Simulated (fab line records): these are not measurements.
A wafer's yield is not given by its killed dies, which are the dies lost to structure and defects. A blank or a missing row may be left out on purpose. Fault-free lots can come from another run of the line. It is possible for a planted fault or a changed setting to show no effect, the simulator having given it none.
Split-lot study || flow n5Finfet || on a route of 1938 steps: 7 lots, 39 wafers read

ON THE SPLIT
At N5_DUMMY_GATE_ETCH_31 (etches SiO2 in C4F6/O2, target depth 82.5 nm, time 27.5 s), the setting targetDepthA was moved away from the recipe's 825 angstrom on 12 of the 39 wafers read, by -5.7% to +12.4%. For the rest of the wafers, this setting stayed at what the recipe calls for.

The reading comes from the split's own step.

THE READING
etch.depthNm (the simulator's own value, which no gauge read), in nm, at N5_DUMMY_GATE_ETCH_31 (etches SiO2 in C4F6/O2, target depth 82.5 nm, time 27.5 s). There is no usual value for it anywhere in the file. The 27 wafers here that ran the recipe average 82.70 nm, standard deviation 1.7 nm.

{"wafer": "L074.1", "tool, chamber at the split": "rieDiel-02, 0", "targetDepthA as run, angstrom": 898.4, "against the recipe": "+8.9%", "etch.depthNm, nm": 91.28, "against lot-mates on the recipe": "+9.14"}
{"wafer": "L074.2", "tool, chamber at the split": "rieDiel-02, 1", "targetDepthA as run, angstrom": 825, "against the recipe": "recipe", "etch.depthNm, nm": 80.52, "against lot-mates on the recipe": "-"}
{"wafer": "L074.3", "tool, chamber at the split": "rieDiel-02, 3", "targetDepthA as run, angstrom": 898.4, "against the recipe": "+8.9%", "etch.depthNm, nm": 88.39, "against lot-mates on the recipe": "+6.25"}
{"wafer": "L074.4", "tool, chamber at the split": "rieDiel-02, 2", "targetDepthA as run, angstrom": 825, "against the recipe": "recipe", "etch.depthNm, nm": 85.01, "against lot-mates on the recipe": "-"}
{"wafer": "L074.5", "tool, chamber at the split": "rieDiel-02, 3", "targetDepthA as run, angstrom": 825, "against the recipe": "recipe", "etch.depthNm, nm": 80.89, "against lot-mates on the recipe": "-"}
{"wafer": "L074.6", "tool, chamber at the split": "rieDiel-02, 0", "targetDepthA as run, angstrom": 898.4, "against the recipe": "+8.9%", "etch.depthNm, nm": 91.92, "against lot-mates on the recipe": "+9.78"}
{"wafer": "L078.1", "tool, chamber at the split": "rieDiel-06, 3", "targetDepthA as run, angstrom": 825, "against the recipe": "recipe", "etch.depthNm, nm": 80.46, "against lot-mates on the recipe": "-"}
{"wafer": "L078.2", "tool, chamber at the split": "rieDiel-06, 2", "targetDepthA as run, angstrom": 825, "against the recipe": "recipe", "etch.depthNm, nm": 79.78, "against lot-mates on the recipe": "-"}
{"wafer": "L078.3", "tool, chamber at the split": "rieDiel-06, 1", "targetDepthA as run, angstrom": 825, "against the recipe": "recipe", "etch.depthNm, nm": 83.83, "against lot-mates on the recipe": "-"}
{"wafer": "L078.4", "tool, chamber at the split": "rieDiel-06, 3", "targetDepthA as run, angstrom": 825, "against the recipe": "recipe", "etch.depthNm, nm": 80.27, "against lot-mates on the recipe": "-"}
{"wafer": "L078.5", "tool, chamber at the split": "rieDiel-06, 2", "targetDepthA as run, angstrom": 825, "against the recipe": "recipe", "etch.depthNm, nm": 79.57, "against lot-mates on the recipe": "-"}
{"wafer": "L078.6", "tool, chamber at the split": "rieDiel-06, 1", "targetDepthA as run, angstrom": 825, "against the recipe": "recipe", "etch.depthNm, nm": 84.04, "against lot-mates on the recipe": "-"}
{"wafer": "L080.2", "tool, chamber at the split": "rieDiel-06, 1", "targetDepthA as run, angstrom": 825, "against the recipe": "recipe", "etch.depthNm, nm": 84.55, "against lot-mates on the recipe": "-"}
{"wafer": "L080.5", "tool, chamber at the split": "rieDiel-06, 3", "targetDepthA as run, angstrom": 825, "against the recipe": "recipe", "etch.depthNm, nm": 81.66, "against lot-mates on the recipe": "-"}
{"wafer": "L080.6", "tool, chamber at the split": "rieDiel-06, 1", "targetDepthA as run, angstrom": 825, "against the recipe": "recipe", "etch.depthNm, nm": 84.3, "against lot-mates on the recipe": "-"}
{"wafer": "L086.1", "tool, chamber at the split": "rieDiel-02, 1", "targetDepthA as run, angstrom": 825, "against the recipe": "recipe", "etch.depthNm, nm": 83, "against lot-mates on the recipe": "-"}
{"wafer": "L086.2", "tool, chamber at the split": "rieDiel-02, 2", "targetDepthA as run, angstrom": 825, "against the recipe": "recipe", "etch.depthNm, nm": 84.5, "against lot-mates on the recipe": "-"}
{"wafer": "L086.3", "tool, chamber at the split": "rieDiel-02, 3", "targetDepthA as run, angstrom": 918.7, "against the recipe": "+11.4%", "etch.depthNm, nm": 93.51, "against lot-mates on the recipe": "+10.06"}
{"wafer": "L086.4", "tool, chamber at the split": "rieDiel-02, 0", "targetDepthA as run, angstrom": 918.7, "against the recipe": "+11.4%", "etch.depthNm, nm": 91.99, "against lot-mates on the recipe": "+8.54"}
{"wafer": "L086.5", "tool, chamber at the split": "rieDiel-02, 3", "targetDepthA as run, angstrom": 918.7, "against the recipe": "+11.4%", "etch.depthNm, nm": 93.78, "against lot-mates on the recipe": "+10.33"}
{"wafer": "L086.6", "tool, chamber at the split": "rieDiel-02, 0", "targetDepthA as run, angstrom": 825, "against the recipe": "recipe", "etch.depthNm, nm": 82.85, "against lot-mates on the recipe": "-"}
{"wafer": "L087.1", "tool, chamber at the split": "rieDiel-06, 3", "targetDepthA as run, angstrom": 825, "against the recipe": "recipe", "etch.depthNm, nm": 80.27, "against lot-mates on the recipe": "-"}
{"wafer": "L087.2", "tool, chamber at the split": "rieDiel-06, 0", "targetDepthA as run, angstrom": 825, "against the recipe": "recipe", "etch.depthNm, nm": 83.83, "against lot-mates on the recipe": "-"}
{"wafer": "L087.3", "tool, chamber at the split": "rieDiel-06, 1", "targetDepthA as run, angstrom": 927.5, "against the recipe": "+12.4%", "etch.depthNm, nm": 92.88, "against lot-mates on the recipe": "+10.51"}
{"wafer": "L087.4", "tool, chamber at the split": "rieDiel-06, 1", "targetDepthA as run, angstrom": 825, "against the recipe": "recipe", "etch.depthNm, nm": 83, "against lot-mates on the recipe": "-"}
{"wafer": "L087.5", "tool, chamber at the split": "rieDiel-06, 0", "targetDepthA as run, angstrom": 927.5, "against the recipe": "+12.4%", "etch.depthNm, nm": 92.84, "against lot-mates on the recipe": "+10.47"}
{"wafer": "L087.6", "tool, chamber at the split": "rieDiel-06, 3", "targetDepthA as run, angstrom": 927.5, "against the recipe": "+12.4%", "etch.depthNm, nm": 90.32, "against lot-mates on the recipe": "+7.95"}
{"wafer": "L088.1", "tool, chamber at the split": "rieDiel-02, 2", "targetDepthA as run, angstrom": 778, "against the recipe": "-5.7%", "etch.depthNm, nm": 79.57, "against lot-mates on the recipe": -4.57}
{"wafer": "L088.2", "tool, chamber at the split": "rieDiel-02, 3", "targetDepthA as run, angstrom": 778, "against the recipe": "-5.7%", "etch.depthNm, nm": 80.38, "against lot-mates on the recipe": -3.76}
{"wafer": "L088.3", "tool, chamber at the split": "rieDiel-02, 1", "targetDepthA as run, angstrom": 825, "against the recipe": "recipe", "etch.depthNm, nm": 84.12, "against lot-mates on the recipe": "-"}
{"wafer": "L088.4", "tool, chamber at the split": "rieDiel-02, 0", "targetDepthA as run, angstrom": 825, "against the recipe": "recipe", "etch.depthNm, nm": 83.51, "against lot-mates on the recipe": "-"}
{"wafer": "L088.5", "tool, chamber at the split": "rieDiel-02, 3", "targetDepthA as run, angstrom": 825, "against the recipe": "recipe", "etch.depthNm, nm": 84.78, "against lot-mates on the recipe": "-"}
{"wafer": "L088.6", "tool, chamber at the split": "rieDiel-02, 2", "targetDepthA as run, angstrom": 778, "against the recipe": "-5.7%", "etch.depthNm, nm": 80.45, "against lot-mates on the recipe": -3.69}
{"wafer": "L093.1", "tool, chamber at the split": "rieDiel-06, 1", "targetDepthA as run, angstrom": 825, "against the recipe": "recipe", "etch.depthNm, nm": 84.13, "against lot-mates on the recipe": "-"}
{"wafer": "L093.2", "tool, chamber at the split": "rieDiel-06, 0", "targetDepthA as run, angstrom": 825, "against the recipe": "recipe", "etch.depthNm, nm": 84.37, "against lot-mates on the recipe": "-"}
{"wafer": "L093.3", "tool, chamber at the split": "rieDiel-06, 3", "targetDepthA as run, angstrom": 825, "against the recipe": "recipe", "etch.depthNm, nm": 82.05, "against lot-mates on the recipe": "-"}
{"wafer": "L093.4", "tool, chamber at the split": "rieDiel-06, 2", "targetDepthA as run, angstrom": 825, "against the recipe": "recipe", "etch.depthNm, nm": 81.59, "against lot-mates on the recipe": "-"}
{"wafer": "L093.5", "tool, chamber at the split": "rieDiel-06, 0", "targetDepthA as run, angstrom": 825, "against the recipe": "recipe", "etch.depthNm, nm": 84.5, "against lot-mates on the recipe": "-"}
{"wafer": "L093.6", "tool, chamber at the split": "rieDiel-06, 3", "targetDepthA as run, angstrom": 825, "against the recipe": "recipe", "etch.depthNm, nm": 81.5, "against lot-mates on the recipe": "-"}

FIT RESULTS
A straight line over all 39 wafers: etch.depthNm changes by +0.785 nm for each +1% of targetDepthA; r = +0.92; the points scatter about the line by 1.7 nm.
The same after taking each lot's own level away (the mean of its wafers on the recipe; 39 wafers): +0.819 nm for each +1%; r = +0.95; scatter 1.4 nm.
On that fit, the largest move of targetDepthA shifts the reading by 10 nm.
Measured against the standard deviation above, the lots' own levels, which go from 81.325 to 84.137 nm, span 1.6 times it.
The two slopes are in agreement: the lot-to-lot level therefore moves the slope only a little.
Check: +10.3 nm against its lot-mates is what the line predicts for one of the wafers moved furthest among these (+12.4%) when that wafer is left out of the fit. It came out at +10.5 nm against them.

THESE WAFERS: OTHER SPLITS
These wafers also went through other splits before the reading. Each is held against what the fit with the lots' levels taken away leaves over:
{"other split on the same wafers": "N5_WELL_APT_EPI_41 timeS", "wafers away from the commonest value": 12, "r with etch.depthNm (lot level and that fit taken away)": "+0.10"}

THE FILE'S OWN FIT
etch.depthNm changes by +0.827 nm for each +1% of targetDepthA, r = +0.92.
